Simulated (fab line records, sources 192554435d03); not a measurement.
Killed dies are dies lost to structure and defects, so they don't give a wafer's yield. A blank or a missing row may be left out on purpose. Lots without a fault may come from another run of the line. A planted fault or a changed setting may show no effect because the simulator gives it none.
Chamber matching | flow n5_finfet | N5_BEOL_M12_DEP_53 on pecvd-01: 3 sister chambers
The step deposits SiCN from 3MS/NH3, target thk 30 nm, time 10.5 s. 6 wafers are shown with their chamber, then 8 later ones without.

WAFERS WITH THEIR CHAMBER
wafer  | chamber | showerhead_plenum_p_Torr (Torr) | throttle_valve_pct (%)
L138.1 | 1       | 4.18                            | 19.5
L145.2 | 1       | 4.18                            | 19.8
L143.4 | 2       | 4.10                            | 16.3
L151.5 | 0       | 4.22                            | 18.0
L151.6 | 2       | 4.12                            | 16.5
L153.1 | 0       | 4.21                            | 17.9

WAFERS WITHOUT THEIR CHAMBER
wafer  | showerhead_plenum_p_Torr (Torr) | throttle_valve_pct (%)
L153.3 | 4.22                            | 17.6
L153.5 | 4.11                            | 16.4
L154.4 | 4.12                            | 16.5
L154.5 | 4.22                            | 17.6
L154.6 | 4.12                            | 16.7
L156.1 | 4.20                            | 17.6
L156.2 | 4.12                            | 16.6
L156.3 | 4.11                            | 16.4

WHICH CHAMBER EACH WENT THROUGH
wafer  | from the rows above | in truth
L153.3 | 0                   | 0
L153.5 | 2                   | 2
L154.4 | 2                   | 2
L154.5 | 0                   | 0
L154.6 | 2                   | 2
L156.1 | 0                   | 0
L156.2 | 2                   | 2
L156.3 | 2                   | 2
Placed correctly: 8 of 8. Can't be placed from these rows: 0. Placed wrongly: 0.
How it was worked out, from the rows above alone: a wafer's distance from a chamber is the root of the sum, over the readings, of the square of ((its reading less the chamber's mean) divided by the reading's scatter). The wafer belongs to the nearest chamber; if the next one is less than 2 further off, it can't be placed. A chamber's mean is the mean of its shown wafers. The scatter: the root of (the sum of the squares of (reading less its chamber's mean) over the shown wafers, divided by (wafers less chambers)).
